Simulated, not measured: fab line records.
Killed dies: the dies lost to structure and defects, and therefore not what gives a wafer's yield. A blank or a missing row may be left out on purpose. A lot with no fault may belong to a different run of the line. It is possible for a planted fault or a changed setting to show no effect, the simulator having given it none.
fab line records ; flow nand_harc
[record] lots = 5; wafers = 15; last_day = 24
route steps=1159 shown P_M2@330 END@1159
lots that met no fault: from a run of the same line without faults
start_h: hours from the record's opening day to when the first of the lot's shown wafers began ; wait_h: hours elapsed since this lot's preceding step ; " the same as in the row above ; L1.1+2: one row covering several wafers at once ; - no value, or no start given ; * or withheld: withheld ; < > ~ a bound
route shown NAME@n: names a module that has steps shown in the file, with the first one's number in the route ; usual: average and standard deviation across the fault-free wafers ; same: alike in all rows ; chamber/n: place in a boat ; sites: per-site readings ; _std_site: the values' standard deviation ; _edge_site: outer sites' mean less inner sites' ; radius_mm: for every site, how far away it sits from the centre of the wafer ; mask NAME#n: copy n ; behind: tool/chamber where the wafer was last shaped ; hold: cause of the lot's hold/its duration in hours/its outcome ; device: the n, p or np transistor that did not switch ; end of line: tests run on the same wafers once the route is complete ; where a step has no rows: the recipe by itself ; killed: dies that structure and defects cost at the first sort, which is not the same as the wafer's yield ; map: the dies of a wafer, with x for killed, . for not killed, _ for no die there
set.NAME: the run value of the setting; set.NAME@STEP: its run value at that earlier step ; model.NAME: the simulator's own value behind a step, which no gauge read
a table for each step, a row for each wafer; lots at some steps of the route
services: the hour from which a tool's chamber was out of use, counted from the record's first day as start_h (under 0 if before that day), plus the number of hours and why
[[steps]]
[step NHARC_P_M2_INSPECT_11]
[usual] raw_defect_count = 4.0/2
lot.wafer;tool;chamber;start_h;wait_h;raw_defect_count
L128.3;defect_inspect-01;-;155.67;0.0;4
L128.4;defect_inspect-01;-;155.67;0.0;8
L128.5;defect_inspect-01;-;155.67;0.0;2
L130.1;defect_inspect-02;-;175.35;0.0;2
L130.2;defect_inspect-02;-;175.35;0.0;6
L130.5;defect_inspect-02;-;175.35;0.0;2
L135.1;defect_inspect-01;-;200.28;0.0;2
L135.2;defect_inspect-01;-;200.28;0.0;6
L135.6;defect_inspect-01;-;200.28;0.0;1
L144.2;defect_inspect-01;-;255.69;0.0;5
L144.4;defect_inspect-01;-;255.69;0.0;4
L144.6;defect_inspect-01;-;255.69;0.0;3
L145.2;defect_inspect-01;-;270.01;0.0;1
L145.3;defect_inspect-01;-;270.01;0.0;5
L145.4;defect_inspect-01;-;270.01;0.0;5
[step NHARC_P_M2_DESCUM_14]
[recipe] time_s = 3; o2_flow_sccm = 200; ar_flow_sccm = 0; bias_power_w = 0; chemistry = O2
[step NHARC_P_M2_ETCH_35]
[recipe] target_depth_a = 400; overetch_a = 120; time_s = 43.94; ion_energy_ev = 200; n2_flow_sccm = 150; h2_flow_sccm = 150; ar_flow_sccm = 0; rf_w = 400; bias_w = 150; chemistry = N2/H2
[step NHARC_P_M2_ETCH_15]
[recipe] target_depth_a = 1825; time_s = 91.2; c4f8_flow_sccm = withheld; ar_flow_sccm = 400; rf_w = 600; bias_w = 300; chemistry = C4F8/Ar
[usual] oes_product_au = 0.949/0.019; rf_vpp_V = 441/3.4
[same] time_s = 91.2
lot.wafer;tool;chamber;start_h;wait_h;oes_product_au;rf_hours_counter_h;rf_vpp_V
L128.4;rie_diel-07;1;-;-;0.933;16;444
L128.3;rie_diel-07;2;-;-;0.936;16;442
L128.5;rie_diel-07;3;-;-;0.921;-;446
L130.2;rie_diel-04;0;-;-;0.935;2;438
L130.1;rie_diel-04;2;-;-;0.954;2;437
L130.5;rie_diel-04;1;-;-;0.950;-;441
L135.1;rie_diel-04;1;-;-;0.949;3;443
L135.2;rie_diel-04;3;-;-;0.956;3;446
L135.6;rie_diel-04;1;-;-;0.947;-;441
L144.4;rie_diel-04;1;-;-;0.986;6;442
L144.2;rie_diel-04;2;-;-;0.965;5;439
L144.6;rie_diel-04;0;-;-;0.978;-;437
L145.4;rie_diel-05;2;-;-;0.926;40;443
L145.3;rie_diel-05;3;-;-;0.923;39;444
L145.2;rie_diel-05;0;-;-;0.920;35;439
[step NHARC_P_M2_CD_MEAS_16]
[usual] cd_nm = 169.5/0.77
lot.wafer;tool;chamber;start_h;wait_h;cd_nm
L128.3;cd_sem-03;-;156.08;-;170.8
L128.4;cd_sem-03;-;156.08;-;170.0
L128.5;cd_sem-03;-;156.08;-;170.0
L130.1;cd_sem-01;-;175.73;-;169.7
L130.2;cd_sem-01;-;175.73;-;168.0
L130.5;cd_sem-01;-;175.73;-;168.4
L135.1;cd_sem-03;-;200.66;-;168.6
L135.2;cd_sem-03;-;200.66;-;169.0
L135.6;cd_sem-03;-;200.66;-;169.9
L144.2;cd_sem-02;-;256.05;-;168.2
L144.4;cd_sem-02;-;256.05;-;167.6
L144.6;cd_sem-02;-;256.05;-;167.8
L145.2;cd_sem-03;-;270.51;-;169.6
L145.3;cd_sem-03;-;270.51;-;169.9
L145.4;cd_sem-03;-;270.51;-;169.5
[step NHARC_P_M2_STRIP_18]
[recipe] power_w = 1000; n2_flow_sccm = 150; h2_flow_sccm = 150; ar_flow_sccm = 0; bias_w = 0; chemistry = N2/H2
[usual] drypump_motor_current_A = 5.8/0.44; oes_product_au = 0.993/0.011; rf_vpp_V = 90.7/1.1; showerhead_plenum_p_Torr = 2.04/0.12; throttle_valve_pct = 14.172/0.01
lot.wafer;tool;chamber;start_h;wait_h;drypump_motor_current_A;oes_product_au;rf_hours_counter_h;rf_vpp_V;showerhead_plenum_p_Torr;throttle_valve_pct
L128.3;rie_diel-04;1;156.18;0.1;5.8;0.985;2;90.0;2.08;14.158
L128.4;rie_diel-04;2;156.18;0.1;5.9;0.999;1;91.1;1.91;14.168
L128.5;rie_diel-04;1;156.18;0.1;5.7;0.988;-;90.4;2.08;14.171
L130.2;rie_diel-04;2;175.82;0.1;5.9;1.001;2;89.5;1.91;14.189
L130.1;rie_diel-04;0;175.82;0.1;5.2;0.991;2;88.7;1.90;14.183
L130.5;rie_diel-04;2;175.82;0.1;5.9;1.004;-;90.9;1.91;14.172
L135.1;rie_diel-07;2;200.75;0.1;6.8;1.013;30;93.0;2.14;14.173
L135.2;rie_diel-07;0;200.75;0.1;6.0;1.002;22;90.8;2.03;14.161
L135.6;rie_diel-07;2;200.75;0.1;6.8;1.010;-;91.9;2.14;14.167
L144.2;rie_diel-04;1;256.13;0.1;5.7;0.990;6;91.7;2.08;14.158
L144.4;rie_diel-04;2;256.13;0.1;5.9;1.004;5;89.1;1.91;14.182
L144.6;rie_diel-04;2;256.13;0.1;5.9;1.003;-;89.6;1.91;14.168
L145.3;rie_diel-04;1;270.58;0.1;5.8;0.991;6;92.6;2.08;14.165
L145.4;rie_diel-04;2;270.58;0.1;5.9;1.001;6;89.0;1.91;14.163
L145.2;rie_diel-04;3;270.58;0.1;6.3;0.984;6;91.7;2.19;14.167
[step NHARC_P_M2_ETCH_28]
[recipe] target_depth_a = 300; over_etch_frac = 0.3; time_s = 72.99; ion_energy_ev = 150; cf4_flow_sccm = 50; n2_flow_sccm = 100; ar_flow_sccm = 150; rf_w = 300; bias_w = 100; chemistry = CF4/N2
[step NHARC_P_M2_STRIP_19]
[recipe] time_s = 600; temp_c = 30; chemistry = post_etch_residue_remover
[step NHARC_P_M2_DEGAS_29]
[recipe] temp_c = 250; time_s = 60
[step NHARC_P_M2_PRE_CLEAN_30]
[recipe] time_s = 30; temp_c = 280; gas = H2/He
[usual] heater_power_w = 433/45
[same] time_s = 30
lot.wafer;tool;chamber;start_h;wait_h;heater_power_w
L128.3;pvd_sputter-03;-;-;-;406
L128.4;pvd_sputter-03;-;-;-;558
L128.5;pvd_sputter-03;-;-;-;547
L130.1;pvd_sputter-02;-;-;-;441
L130.2;pvd_sputter-02;-;-;-;360
L130.5;pvd_sputter-02;-;-;-;436
L135.2;pvd_sputter-01;-;-;-;459
L135.1;pvd_sputter-01;-;-;-;424
L135.6;pvd_sputter-01;-;-;-;473
L144.2;pvd_sputter-01;-;-;-;421
L144.4;pvd_sputter-01;-;-;-;477
L144.6;pvd_sputter-01;-;-;-;448
L145.2;pvd_sputter-02;-;-;-;431
L145.3;pvd_sputter-02;-;-;-;438
L145.4;pvd_sputter-02;-;-;-;392
[step NHARC_P_M2_PVD_20]
[recipe] target_thk_a = 50; bias_v = 168.6; power_w = 15000; chamber_pressure_pa = 0.12; time_s = 8.06; substrate_temp_c = 50; material = TaN
[usual] throttle_valve_pct = 30.8/1.2
[same] time_s = 8.06
lot.wafer;tool;chamber;start_h;wait_h;throttle_valve_pct
L128.4;pvd_sputter-03;-;-;-;29.9
L128.3;pvd_sputter-03;-;-;-;29.2
L128.5;pvd_sputter-03;-;-;-;29.8
L130.2;pvd_sputter-02;-;-;-;32.5
L130.1;pvd_sputter-02;-;-;-;30.8
L130.5;pvd_sputter-02;-;-;-;31.6
L135.2;pvd_sputter-01;-;-;-;32.2
L135.1;pvd_sputter-01;-;-;-;32.5
L135.6;pvd_sputter-01;-;-;-;29.4
L144.2;pvd_sputter-01;-;-;-;32.4
L144.4;pvd_sputter-01;-;-;-;29.1
L144.6;pvd_sputter-01;-;-;-;29.4
L145.3;pvd_sputter-02;-;-;-;30.7
L145.2;pvd_sputter-02;-;-;-;30.2
L145.4;pvd_sputter-02;-;-;-;31.3
[step NHARC_P_M2_PVD_21]
[recipe] target_thk_a = 300; chamber_pressure_pa = 5; power_w = 5000; substrate_temp_c = 30; time_s = 20.49; material = Cu
[usual] throttle_valve_pct = 30.8/1.2
[same] time_s = 20.49
lot.wafer;tool;chamber;start_h;wait_h;throttle_valve_pct
L128.3;pvd_sputter-03;-;-;-;29.7
L128.4;pvd_sputter-03;-;-;-;29.7
L128.5;pvd_sputter-03;-;-;-;29.7
L130.1;pvd_sputter-02;-;-;-;30.8
L130.2;pvd_sputter-02;-;-;-;30.8
L130.5;pvd_sputter-02;-;-;-;32.5
L135.2;pvd_sputter-01;-;-;-;31.9
L135.1;pvd_sputter-01;-;-;-;29.1
L135.6;pvd_sputter-01;-;-;-;32.1
L144.4;pvd_sputter-01;-;-;-;29.1
L144.2;pvd_sputter-01;-;-;-;32.2
L144.6;pvd_sputter-01;-;-;-;29.2
L145.4;pvd_sputter-02;-;-;-;30.3
L145.3;pvd_sputter-02;-;-;-;30.4
L145.2;pvd_sputter-02;-;-;-;31.2
[step NHARC_P_M2_ECD_22]
[recipe] target_thk_a = 4000; bath_temp_c = 25; material = Cu
lot.wafer;tool;chamber;start_h;wait_h
L128.3+4+5;ecd_cu-02;1,0,1;157.37;-
L130.2+1+5;ecd_cu-02;0,1,0;176.83;-
L135.1+2+6;ecd_cu-02;0,1,0;201.77;-
L144.2+4+6;ecd_cu-01;0;257.17;-
L145.2+4+3;ecd_cu-01;0,0,1;271.58;-
[step NHARC_P_M2_ANNEAL_31]
[recipe] temp_c = 225; time_s = 90
[step NHARC_P_M2_CMP_23]
[recipe] t_overpolish_s = 20; target_thk_nm = 144.3
[usual] motor_current_A = 12.0/0.96; time_to_endpoint_s = 29/3.2
lot.wafer;tool;chamber;start_h;wait_h;motor_current_A;time_to_endpoint_s
L128.4;cmp-01;0;158.02;-;11.1;30
L128.3;cmp-01;1;158.02;-;14.1;28
L128.5;cmp-01;0;158.02;-;11.7;34
L130.1;cmp-04;0;177.61;-;11.4;35
L130.2;cmp-04;1;177.61;-;13.9;28
L130.5;cmp-04;2;177.61;-;12.3;27
L135.2;cmp-03;0;202.55;-;11.1;29
L135.1;cmp-03;1;202.55;-;10.0;17
L135.6;cmp-03;2;202.55;-;12.1;33
L144.4;cmp-04;2;257.86;-;12.4;28
L144.2;cmp-04;3;257.86;-;11.8;25
L144.6;cmp-04;3;257.86;-;11.4;23
L145.4;cmp-01;3;272.30;-;13.3;28
L145.2;cmp-01;0;272.30;-;11.8;32
L145.3;cmp-01;1;272.30;-;13.0;24
[step NHARC_P_M2_THK_MEAS_24]
[recipe] thk_meas_gauge = xrf
[usual] thk_nm = 144.0/1.5
lot.wafer;tool;chamber;start_h;wait_h;thk_nm
L128.3;film_metro-01;-;158.31;-;142.9
L128.4;film_metro-01;-;158.31;-;143.2
L128.5;film_metro-01;-;158.31;-;146.2
L130.1;film_metro-01;-;177.87;-;146.0
L130.2;film_metro-01;-;177.87;-;145.9
L130.5;film_metro-01;-;177.87;-;147.9
L135.1;film_metro-01;-;202.81;-;143.2
L135.2;film_metro-01;-;202.81;-;142.9
L135.6;film_metro-01;-;202.81;-;145.0
L144.2;film_metro-02;-;258.18;-;141.7
L144.4;film_metro-02;-;258.18;-;143.8
L144.6;film_metro-02;-;258.18;-;139.6
L145.2;film_metro-02;-;272.62;-;146.0
L145.3;film_metro-02;-;272.62;-;141.7
L145.4;film_metro-02;-;272.62;-;145.3
[step NHARC_END_SORT_01]
[recipe] temp_c = 25
[usual] defect_limited_yield = 95.2/1.6; killed_at_array = 29/11; killed_at_other = 0.7/1.1; killed_at_periphery = 3.1/2; killed_dies = 33/11; killed_open = 3.5/1.8; killed_short = 2.0/1.4; sort_bin_2_pct = 1.5/0.6; sort_bin_3_pct = 0.24/0.19; sort_bin_4_pct = 3.1/1.1; sort_n_pass = 644/11; sort_rim_yield_pct = 96.5/2.3; sort_yield_pct = 95.2/1.6
[same] gross_dies = 677; sort_bin_5_pct[%] = 0; sort_bin_6_pct[%] = 0; sort_bin_7_pct[%] = 0; sort_bin_8_pct[%] = 0; sort_rim_n_gross = 106.00
lot.wafer;tool;chamber;start_h;wait_h;defect_limited_yield[%];killed_at_array;killed_at_other;killed_at_periphery;killed_dies;killed_open;killed_short;sort_bin_2_pct[%];sort_bin_3_pct[%];sort_bin_4_pct[%];sort_n_pass;sort_rim_yield_pct[%];sort_yield_pct[%]
L128.3;prober-01;0;481.83;3.1;94.7;32;1;3;36;5;3;1.5;0.44;3.4;641;95.3;94.7
L128.4;prober-01;0;482.63;3.4;94.5;28;3;6;37;4;1;1.9;0.15;3.4;640;99.1;94.5
L128.5;prober-01;0;483.43;3.7;93.9;27;5;9;41;1;3;1.5;0.15;4.4;636;97.2;93.9
L135.1;prober-02;0;518.19;2.5;95.3;31;0;1;32;4;3;1.6;0.30;2.8;645;100.0;95.3
L145.2;prober-02;0;579.65;2.8;96.8;18;1;3;22;0;3;1.2;0.15;1.9;655;99.1;96.8
L145.3;prober-02;0;580.44;3.1;96.5;21;0;3;24;3;5;1.3;0;2.2;653;97.2;96.5
L145.4;prober-02;0;581.23;3.4;96.8;21;0;1;22;2;2;0.4;0;2.8;655;94.3;96.8
// killed by level:class
L128.3 A_CHANNEL_HOLE_D1:chamber_film_flake=12 A_SLIT:chamber_film_flake=8 A_STAIRCASE:chamber_film_flake=3 A_WL_FILL:geometric_particle:short=2 A_CONTACT:geometric_particle:open=2 P_M2:geometric_particle:open=1 A_SOURCE_PLATE:geometric_particle:open=1 A_WL_FILL:geometric_particle:open=1
L128.4 A_CHANNEL_HOLE_D1:chamber_film_flake=13 A_SLIT:chamber_film_flake=11 THIN_TSV:chamber_film_flake=3 A_CONTACT:geometric_particle:open=2 P_BONDPAD:chamber_film_flake=2 P_M0:geometric_particle:open=1 A_CHANNEL_HOLE_D1:geometric_particle:open=1 A_M0:geometric_particle:short=1
L128.5 A_CHANNEL_HOLE_D1:chamber_film_flake=15 A_SLIT:chamber_film_flake=10 THIN_TSV:chamber_film_flake=5 P_M1:chamber_film_flake=3 P_BONDPAD:chamber_film_flake=3 P_GATE:geometric_particle:open=1 P_GATE:geometric_particle:short=1 A_ONON_D1:geometric_particle:short=1
L135.1 A_SLIT:chamber_film_flake=12 A_CHANNEL_HOLE_D1:chamber_film_flake=5 A_STAIRCASE:chamber_film_flake=5 A_WL_FILL:geometric_particle:short=2 A_WL_FILL:chamber_film_flake=2 A_ONON_D1:geometric_particle:short=1 A_CHANNEL_FILL_D1:geometric_particle:open=1 A_SLIT:geometric_particle:open=1
L145.2 A_CHANNEL_HOLE_D1:chamber_film_flake=9 A_CONTACT:chamber_film_flake=6 P_STI:geometric_particle:short=1 P_GATE:geometric_particle:short=1 A_ONON_D1:geometric_particle:short=1 P_M0:chamber_film_flake=1 A_ZERO_WELL:chamber_film_flake=1 A_SLIT:chamber_film_flake=1
L145.3 A_CHANNEL_HOLE_D1:chamber_film_flake=11 A_CONTACT:chamber_film_flake=3 P_CONTACT:geometric_particle:open=1 P_CONTACT:geometric_particle:short=1 A_ONON_D1:geometric_particle:open=1 A_ONON_D1:geometric_particle:short=1 A_CHANNEL_FILL_D1:geometric_particle:open=1 A_WL_FILL:geometric_particle:short=1
L145.4 A_CHANNEL_HOLE_D1:chamber_film_flake=9 A_CONTACT:chamber_film_flake=6 A_WL_FILL:geometric_particle:short=2 A_ONON_D1:geometric_particle:open=1 A_CONTACT:geometric_particle:open=1 P_ZERO_WELL:chamber_film_flake=1 A_STAIRCASE:chamber_film_flake=1 A_WL_FILL:chamber_film_flake=1
[[services]]
tool;chamber;start_h;hours;kind
cmp-03;-;137.83;0.9;repair
cmp-01;-;156.02;1.3;repair
cmp-03;-;156.09;4.0;pm
pvd_sputter-01;-;158.05;10.0;pm
rie_diel-07;1;164.41;13.7;repair
rie_diel-07;3;168.86;7.2;repair
pvd_sputter-03;-;178.15;4.8;repair
rie_diel-04;-;180.16;0.8;repair
ecd_cu-02;-;180.30;8.0;pm
cmp-01;-;180.98;4.0;pm
rie_diel-07;0;182.79;13.6;repair
ecd_cu-02;-;191.73;0.2;repair
cmp-01;-;199.57;4.5;repair
ecd_cu-02;-;205.31;1.9;repair
cmp-04;-;208.49;4.0;pm
pvd_sputter-02;-;214.00;10.0;pm
rie_diel-07;-;228.52;9.0;pm
pvd_sputter-02;-;229.43;5.2;repair
cmp-04;-;242.11;0.2;repair
rie_diel-07;-;246.38;1.0;repair
pvd_sputter-03;-;248.91;3.0;repair
cmp-04;-;250.31;4.4;repair
rie_diel-04;0;251.43;1.7;repair
ecd_cu-01;-;272.22;8.0;pm
[[key]]
[first_sign] step = NHARC_P_M2_CMP_23; reading = time_to_endpoint_s; direction = down; sigmas = 3.5; usual = *; struck = *
effect none on later readings
met_at NHARC_P_M2_ECD_22
struck_wafers L135.1
onset_between 176.83 201.77
[fault] kind = process_parameter_drift; tool = ecd_cu-02; chamber = -; onset_h = 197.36; steps = NHARC_P_M2_ECD_22; channel = target_thk_a; offset = *; shape = step; end_h = 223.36; scope = struck_wafers_only; acts_in = *; stated = *
